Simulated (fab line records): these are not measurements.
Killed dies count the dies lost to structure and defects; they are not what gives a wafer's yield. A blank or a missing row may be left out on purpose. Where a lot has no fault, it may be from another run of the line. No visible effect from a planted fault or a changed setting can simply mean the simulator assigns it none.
Which tool is to blame? | flow n5-finfet | 72 wafers from 24 lots sampled at 6 of the route's 1938 steps

== WHAT THE GAUGES SHOWED, per wafer ==
N5_MOL_CONTACT_COAG_CD_MEAS_137 targets a cd of 16 nm. Usual: 16.0 nm for cd-nm, sd 0.33.
lot  | measured     | on        | cd-nm (nm)     | flag
L074 | day 5 03:54  | cd-sem-03 | 16.5 16.1 16.1 |
L075 | day 5 10:10  | cd-sem-02 | 16.4 16.3 16.1 |
L076 | day 5 18:10  | cd-sem-02 | 15.9 16.5 15.6 |
L077 | day 6 02:31  | cd-sem-03 | 16.8 15.5 15.7 |
L078 | day 6 03:31  | cd-sem-02 | 16.0 15.8 15.8 |
L079 | day 6 16:28  | cd-sem-03 | 16.0 16.1 16.4 |
L080 | day 6 20:34  | cd-sem-02 | 15.9 16.1 15.9 |
L081 | day 7 00:46  | cd-sem-03 | 15.8 16.4 15.6 |
L082 | day 7 04:56  | cd-sem-02 | 15.1 16.0 16.4 |
L083 | day 7 09:41  | cd-sem-03 | 16.0 16.5 16.4 |
L084 | day 7 20:14  | cd-sem-02 | 15.8 16.2 16.1 |
L085 | day 7 22:08  | cd-sem-03 | 16.2 16.5 15.8 |
L086 | day 8 06:17  | cd-sem-03 | 16.2 15.5 16.4 |
L087 | day 8 13:12  | cd-sem-01 | 15.8 16.2 15.7 |
L088 | day 8 16:58  | cd-sem-03 | 15.6 15.4 15.7 |
L089 | day 8 22:31  | cd-sem-01 | 16.2 16.6 15.8 |
L090 | day 9 02:37  | cd-sem-02 | 15.7 15.8 15.8 |
L091 | day 9 10:53  | cd-sem-02 | 16.2 15.6 15.6 |
L093 | day 9 22:01  | cd-sem-03 | 15.8 15.8 15.7 |
L094 | day 10 06:15 | cd-sem-01 | 16.1 15.7 15.7 |
L092 | day 10 06:22 | cd-sem-03 | 16.9 16.0 16.4 |
L095 | day 10 10:00 | cd-sem-02 | 16.2 15.6 15.7 |
L096 | day 10 16:42 | cd-sem-01 | 15.9 16.6 15.8 |
L097 | day 10 23:17 | cd-sem-01 | 16.2 16.6 16.0 |

N5_MOL_CONTACT_COAG_INSPECT_97: inspects for defects (darkfield). Usual: 44 for raw-defect-count, sd 19.
lot  | measured     | on                | raw-defect-count | flag
L074 | day 5 09:28  | defect-inspect-02 | 43 78 40         |
L075 | day 5 15:19  | defect-inspect-01 | 37 46 22         |
L076 | day 6 00:02  | defect-inspect-01 | 79 74 74         |
L077 | day 6 08:41  | defect-inspect-01 | 20 39 28         |
L078 | day 6 11:44  | defect-inspect-01 | 39 37 60         |
L079 | day 6 22:32  | defect-inspect-02 | 56 89 36         |
L080 | day 7 02:52  | defect-inspect-02 | 30 22 28         |
L081 | day 7 06:16  | defect-inspect-02 | 37 68 52         |
L082 | day 7 10:03  | defect-inspect-02 | 22 34 21         |
L083 | day 7 15:11  | defect-inspect-02 | 35 51 42         |
L084 | day 8 01:31  | defect-inspect-01 | 43 79 64         |
L085 | day 8 04:33  | defect-inspect-01 | 34 25 43         |
L086 | day 8 11:23  | defect-inspect-02 | 45 48 71         |
L087 | day 8 19:03  | defect-inspect-02 | 40 62 114        |
L088 | day 8 22:10  | defect-inspect-02 | 92 39 29         |
L089 | day 9 03:38  | defect-inspect-02 | 54 36 36         |
L090 | day 9 07:49  | defect-inspect-02 | 55 106 58        |
L091 | day 10 03:29 | defect-inspect-02 | 29 26 58         |
L093 | day 10 03:29 | defect-inspect-01 | 13 30 29         |
L094 | day 10 11:42 | defect-inspect-02 | 48 38 41         |
L092 | day 10 14:40 | defect-inspect-01 | 40 45 56         |
L095 | day 10 17:42 | defect-inspect-01 | 53 59 55         |
L096 | day 10 22:02 | defect-inspect-01 | 39 32 42         |
L097 | day 11 04:35 | defect-inspect-01 | 25 36 37         |

N5_BEOL_M0_SAQP_THK_MEAS_05. Usual: 60.3 nm for thk-nm, sd 0.96.
lot  | measured     | on            | thk-nm (nm)    | flag
L074 | day 5 10:59  | film-metro-02 | 59.5 60.2 60.7 |
L075 | day 5 16:11  | film-metro-01 | 59.8 59.6 59.8 |
L076 | day 6 02:24  | film-metro-01 | 61.1 61.2 62.1 |
L077 | day 6 11:17  | film-metro-01 | 61.5 62.4 62.6 |
L078 | day 6 13:23  | film-metro-02 | 58.9 59.9 61.1 |
L079 | day 6 23:57  | film-metro-01 | 59.4 59.2 60.7 |
L080 | day 7 04:50  | film-metro-01 | 60.5 61.3 60.5 |
L081 | day 7 08:27  | film-metro-01 | 60.0 58.9 60.2 |
L082 | day 7 13:16  | film-metro-01 | 61.5 60.8 61.8 |
L083 | day 7 17:26  | film-metro-02 | 61.6 62.1 61.7 |
L084 | day 8 02:44  | film-metro-02 | 59.5 59.9 61.0 |
L085 | day 8 07:07  | film-metro-01 | 59.3 59.8 60.2 |
L086 | day 8 12:48  | film-metro-01 | 60.9 59.5 61.1 |
L087 | day 8 21:07  | film-metro-01 | 58.9 59.4 59.6 |
L088 | day 9 00:37  | film-metro-02 | 60.6 61.4 62.5 |
L089 | day 9 05:30  | film-metro-02 | 59.8 60.2 60.7 |
L090 | day 9 09:28  | film-metro-01 | 60.8 60.4 61.6 |
L091 | day 10 05:31 | film-metro-02 | 60.9 60.3 61.7 |
L093 | day 10 05:20 | film-metro-02 | 59.4 60.0 59.7 |
L094 | day 10 12:53 | film-metro-02 | 59.5 61.5 60.9 |
L092 | day 10 16:19 | film-metro-01 | 58.6 59.4 61.5 |
L095 | day 10 18:50 | film-metro-01 | 59.2 59.4 60.4 |
L096 | day 11 00:58 | film-metro-02 | 59.4 59.9 61.0 |
L097 | day 11 06:20 | film-metro-02 | 59.4 59.3 60.3 |

== EACH LOT AND THE TOOL THAT RAN IT (in order: tool; ch and the chambers of the sampled wafers; start) ==
lot  | N5_MOL_CONTACT_COAG_ETCH_124       | N5_MOL_CONTACT_COAG_CMP_52    | N5_BEOL_M0_SAQP_PECVD_04
L074 | rie-diel-01 ch 1,2, day 5 05:17    | cmp-01 ch 0,1,3, day 5 06:05  | pecvd-02 ch 0,1,2, day 5 10:53
L075 | rie-diel-02 ch 0,1,2, day 5 11:11  | cmp-01 ch 0,1,3, day 5 12:00  | pecvd-02 ch 0,1,2, day 5 16:05
L076 | rie-diel-01 ch 0,3, day 5 19:52    | cmp-03 ch 2,3, day 5 20:38    | pecvd-03 ch 1,2, day 6 02:19
L077 | rie-diel-02 ch 0,1,3, day 6 04:33  | cmp-01 ch 0,2,3, day 6 05:22  | pecvd-03 ch 0,2, day 6 11:11
L078 | rie-diel-04 ch 0,3, day 6 05:29    | cmp-01 ch 0,1,2, day 6 06:20  | pecvd-02 ch 0,1, day 6 13:17
L079 | rie-diel-02 ch 1,2, day 6 18:23    | cmp-01 ch 0,1, day 6 19:12    | pecvd-01 ch 1,2, day 6 23:51
L080 | rie-diel-01 ch 0,1,3, day 6 22:38  | cmp-02 ch 0,2,3, day 6 23:32  | pecvd-03 ch 0,1,2, day 7 04:45
L081 | rie-diel-01 ch 1,2,3, day 7 02:07  | cmp-02 ch 0,2, day 7 02:54    | pecvd-03 ch 0,1, day 7 08:22
L082 | rie-diel-02 ch 0,3, day 7 05:53    | cmp-03 ch 0,1,3, day 7 06:46  | pecvd-03 ch 0,1,2, day 7 13:13
L083 | rie-diel-01 ch 0,1,3, day 7 11:02  | cmp-03 ch 0,1,2, day 7 11:48  | pecvd-03 ch 0,1,2, day 7 17:21
L084 | rie-diel-02 ch 1,2,3, day 7 21:21  | cmp-03 ch 0,1,3, day 7 22:14  | pecvd-02 ch 0,1, day 8 02:38
L085 | rie-diel-02 ch 0,1,3, day 7 23:12  | cmp-02 ch 0,1,3, day 7 23:58  | pecvd-01 ch 1,2, day 8 07:01
L086 | rie-diel-01 ch 0,2,3, day 8 07:14  | cmp-01 ch 0,1,3, day 8 08:02  | pecvd-03 ch 0,1,2, day 8 12:42
L087 | rie-diel-02 ch 0,1,2, day 8 14:36  | cmp-02 ch 0,3, day 8 15:42    | pecvd-01 ch 0,1, day 8 20:59
L088 | rie-diel-02 ch 0,2, day 8 18:02    | cmp-02 ch 0,1,2, day 8 18:51  | pecvd-03 ch 0,2, day 9 00:31
L089 | rie-diel-01 ch 0,1, day 8 23:28    | cmp-02 ch 0,2, day 9 00:16    | pecvd-01 ch 0,1, day 9 05:24
L090 | rie-diel-02 ch 0,2,3, day 9 03:41  | cmp-02 ch 1,3, day 9 04:29    | pecvd-03 ch 0,1, day 9 09:23
L091 | rie-diel-02 ch 0,1,3, day 9 12:00  | cmp-03 ch 1,2,3, day 9 12:47  | pecvd-03 ch 0,1, day 10 05:23
L093 | rie-diel-01 ch 1,2,3, day 9 23:08  | cmp-02 ch 1,2, day 9 23:58    | pecvd-01 ch 0,1, day 10 05:14
L094 | rie-diel-02 ch 0,1,3, day 10 07:32 | cmp-02 ch 0,1,2, day 10 08:19 | pecvd-03 ch 0,1, day 10 12:47
L092 | rie-diel-01 ch 0,1,3, day 10 07:39 | cmp-03 ch 0,3, day 10 08:25   | pecvd-03 ch 0,1,2, day 10 16:13
L095 | rie-diel-02 ch 1,2,3, day 10 11:12 | cmp-02 ch 0,1,3, day 10 12:03 | pecvd-02 ch 1,2, day 10 18:45
L096 | rie-diel-02 ch 1,3, day 10 17:54   | cmp-03 ch 0,1,2, day 10 18:45 | pecvd-02 ch 0,1,2, day 11 00:52
L097 | rie-diel-04 ch 0,1,3, day 11 00:27 | cmp-01 ch 0,2,3, day 11 01:16 | pecvd-01 ch 0,1,2, day 11 06:14
- N5_MOL_CONTACT_COAG_ETCH_124: etches SiNx in CH3F/O2, stops on SiOC, target depth 6.5 nm.
- N5_MOL_CONTACT_COAG_CMP_52: polishes, stops on SiO2, t overpolish 1.5 s, target thk 66.5 nm.
- N5_BEOL_M0_SAQP_PECVD_04: deposits a-Si from SiH4/He, target thk 60 nm, time 60.2 s.

== AS READ BY THE TOOLS THEMSELVES (means over the sampled wafers that have a number; for cases with no such wafer, the mark the record gives instead) ==
N5_MOL_CONTACT_COAG_ETCH_124. Usual: for drypump-motor-current-A, 5.8 A with a standard deviation of 0.41; for mfc-ar-sccm, 150.0 sccm with a standard deviation of 0.44; for oes-product-au, 0.67 a.u. with a standard deviation of 0.054; for rf-fwd-power-W, 391.3 W with a standard deviation of 1.4; for rf-vpp-V, 297 V with a standard deviation of 6.6; for showerhead-plenum-p-Torr, 1.98 Torr with a standard deviation of 0.065; for throttle-valve-pct, 16.31 % with a standard deviation of 0.15.
lot  | tool        | drypump-motor-current-A (A) | mfc-ar-sccm (sccm) | oes-product-au (a.u.) | rf-fwd-power-W (W) | rf-vpp-V (V) | showerhead-plenum-p-Torr (Torr) | throttle-valve-pct (%) | flag
L074 | rie-diel-01 | 5.2                         | 150.5              | 0.62                  | 390.6              | 298          | 1.93                            | 16.44                  |
L075 | rie-diel-02 | 5.7                         | 150.4              | 0.69                  | 392.0              | 292          | 1.97                            | 16.38                  |
L076 | rie-diel-01 | 6.2                         | 149.9              | 0.72                  | 392.4              | 294          | 1.95                            | 16.24                  |
L077 | rie-diel-02 | 5.8                         | 150.0              | 0.65                  | 391.6              | 299          | 2.01                            | 16.28                  |
L078 | rie-diel-04 | 5.9                         | 150.2              | 0.76                  | 389.5              | 299          | 2.00                            | 16.24                  |
L079 | rie-diel-02 | 6.0                         | 150.1              | 0.69                  | 391.7              | 290          | 1.94                            | 16.40                  |
L080 | rie-diel-01 | 5.8                         | 149.9              | 0.67                  | 391.9              | 295          | 1.93                            | 16.36                  |
L081 | rie-diel-01 | 5.6                         | 150.0              | 0.64                  | 390.5              | 300          | 1.94                            | 16.37                  |
L082 | rie-diel-02 | 5.7                         | 149.6              | 0.64                  | 392.3              | 303          | 2.07                            | 16.16                  |
L083 | rie-diel-01 | 5.8                         | 150.1              | 0.65                  | 391.5              | 296          | 1.92                            | 16.37                  |
L084 | rie-diel-02 | 5.9                         | 150.5              | 0.68                  | 391.0              | 294          | 1.99                            | 16.29                  |
L085 | rie-diel-02 | 5.8                         | 150.3              | 0.64                  | 391.3              | 300          | 2.00                            | 16.31                  |
L086 | rie-diel-01 | 6.0                         | 150.2              | 0.68                  | 392.6              | 298          | 1.97                            | 16.28                  |
L087 | rie-diel-02 | 5.7                         | 150.3              | 0.66                  | 390.5              | 292          | 1.96                            | 16.43                  |
L088 | rie-diel-02 | 5.4                         | 150.0              | 0.65                  | 391.9              | 293          | 1.98                            | 16.44                  |
L089 | rie-diel-01 | 5.4                         | 149.6              | 0.77                  | 390.3              | 296          | 2.07                            | 16.20                  |
L090 | rie-diel-02 | 5.6                         | 150.2              | 0.66                  | 392.3              | 295          | 2.01                            | 16.31                  |
L091 | rie-diel-02 | 5.7                         | 149.6              | 0.63                  | 391.8              | 298          | 2.00                            | 16.33                  |
L093 | rie-diel-01 | 5.6                         | 149.4              | 0.69                  | 390.4              | 303          | 2.02                            | 16.26                  |
L094 | rie-diel-02 | 5.7                         | 149.8              | 0.63                  | 391.9              | 299          | 2.00                            | 16.34                  |
L092 | rie-diel-01 | 5.8                         | 150.0              | 0.70                  | 390.7              | 298          | 2.00                            | 16.27                  |
L095 | rie-diel-02 | 5.9                         | 150.2              | 0.67                  | 392.6              | 294          | 1.99                            | 16.32                  |
L096 | rie-diel-02 | 6.0                         | 150.2              | 0.64                  | 392.9              | 300          | 2.03                            | 16.21                  |
L097 | rie-diel-04 | 5.7                         | 150.4              | 0.69                  | 390.2              | 298          | 1.97                            | 16.34                  |

N5_MOL_CONTACT_COAG_CMP_52. Usual: motor-current-A 12.6 A, standard deviation 1.2; overpolish-run-s 1.500 s, standard deviation 0.009; time-to-endpoint-s 13.0 s, standard deviation 2.3.
lot  | tool   | motor-current-A (A) | overpolish-run-s (s) | time-to-endpoint-s (s) | flag
L074 | cmp-01 | 12.9                | 1.506                | 15.0                   |
L075 | cmp-01 | 12.8                | 1.503                | 15.4                   |
L076 | cmp-03 | 11.1                | 1.498                | 14.4                   |
L077 | cmp-01 | 11.8                | 1.498                | 16.1                   |
L078 | cmp-01 | 12.7                | 1.499                | 13.9                   |
L079 | cmp-01 | 12.8                | 1.501                | 9.6                    |
L080 | cmp-02 | 13.3                | 1.501                | 14.1                   |
L081 | cmp-02 | 13.6                | 1.498                | 12.0                   |
L082 | cmp-03 | 12.9                | 1.497                | 14.1                   |
L083 | cmp-03 | 12.2                | 1.499                | 13.1                   |
L084 | cmp-03 | 12.8                | 1.503                | 13.0                   |
L085 | cmp-02 | 12.8                | 1.494                | 12.9                   |
L086 | cmp-01 | 12.9                | 1.503                | 9.9                    |
L087 | cmp-02 | 13.1                | 1.504                | 14.0                   |
L088 | cmp-02 | 12.8                | 1.499                | 13.0                   |
L089 | cmp-02 | 13.5                | 1.497                | 12.0                   |
L090 | cmp-02 | 12.4                | 1.500                | 13.0                   |
L091 | cmp-03 | 12.5                | 1.490                | 12.3                   |
L093 | cmp-02 | 12.3                | 1.499                | 11.1                   |
L094 | cmp-02 | 13.3                | 1.494                | 10.9                   |
L092 | cmp-03 | 12.1                | 1.496                | 13.8                   |
L095 | cmp-02 | 12.8                | 1.500                | 10.4                   |
L096 | cmp-03 | 12.3                | 1.499                | 12.1                   |
L097 | cmp-01 | 11.7                | 1.496                | 12.3                   |

N5_BEOL_M0_SAQP_PECVD_04. Usual: chamber-pressure-Torr 3.000 Torr, standard deviation 0.0072; heater-power-w 611 W, standard deviation 59; rf-fwd-power-W 99.4 W, standard deviation 0.35; showerhead-plenum-p-Torr 5.66 Torr, standard deviation 0.061; throttle-valve-pct 18.0 %, standard deviation 0.98.
lot  | tool     | chamber-pressure-Torr (Torr) | heater-power-w (W) | rf-fwd-power-W (W) | showerhead-plenum-p-Torr (Torr) | throttle-valve-pct (%) | flag
L074 | pecvd-02 | 3.001                        | 558                | 99.5               | 5.65                            | 17.6                   |
L075 | pecvd-02 | 2.998                        | 557                | 99.2               | 5.65                            | 17.8                   |
L076 | pecvd-03 | 2.998                        | 625                | 99.3               | 5.64                            | 18.9                   |
L077 | pecvd-03 | 2.998                        | 635                | 98.9               | 5.69                            | 18.8                   |
L078 | pecvd-02 | 2.997                        | 530                | 99.7               | 5.61                            | 18.3                   |
L079 | pecvd-01 | 2.998                        | 640                | 99.1               | 5.67                            | 17.4                   |
L080 | pecvd-03 | 3.003                        | 645                | 99.5               | 5.65                            | 18.2                   |
L081 | pecvd-03 | 3.005                        | 625                | 99.5               | 5.62                            | 17.6                   |
L082 | pecvd-03 | 3.002                        | 621                | 99.3               | 5.67                            | 18.2                   |
L083 | pecvd-03 | 2.997                        | 614                | 99.4               | 5.65                            | 18.2                   |
L084 | pecvd-02 | 2.996                        | 509                | 99.7               | 5.63                            | 18.8                   |
L085 | pecvd-01 | 2.996                        | 628                | 99.2               | 5.66                            | 17.4                   |
L086 | pecvd-03 | 3.009                        | 626                | 99.6               | 5.66                            | 18.3                   |
L087 | pecvd-01 | 2.995                        | 659                | 99.5               | 5.69                            | 18.3                   |
L088 | pecvd-03 | 3.001                        | 640                | 99.4               | 5.71                            | 18.2                   |
L089 | pecvd-01 | 3.002                        | 713                | 99.7               | 5.68                            | 18.7                   |
L090 | pecvd-03 | 2.995                        | 637                | 99.4               | 5.67                            | 17.6                   |
L091 | pecvd-03 | 2.996                        | 621                | 99.5               | 5.67                            | 17.6                   |
L093 | pecvd-01 | 2.990                        | 659                | 99.6               | 5.68                            | 18.8                   |
L094 | pecvd-03 | 2.999                        | 639                | 99.2               | 5.68                            | 17.5                   |
L092 | pecvd-03 | 2.998                        | 612                | 98.8               | 5.65                            | 17.4                   |
L095 | pecvd-02 | 3.001                        | 550                | 99.3               | 5.68                            | 17.0                   |
L096 | pecvd-02 | 3.003                        | 560                | 99.2               | 5.66                            | 17.9                   |
L097 | pecvd-01 | 3.000                        | 633                | 99.4               | 5.68                            | 17.8                   |

== THE ANSWER, worked out from the rows above alone ==
Rule: take the mean of a lot's wafers that have a number; if it is more than 3 standard deviations from the usual mean, the lot is off. A lot without any number at a reading at which 4 lots or more have one is off too. The other lots that the step has rows for count as sound. First the gauges in route order, then the tools' own readings, where a lot's mean is used as printed above. The first step at which some lot is off is used, and at that step the reading that is off furthest; a lot without a number counts as furthest.
No lot is off on any of the readings shown, so nothing can be concluded from this.

== WHAT THE SIMULATOR HAD INSERTED ==
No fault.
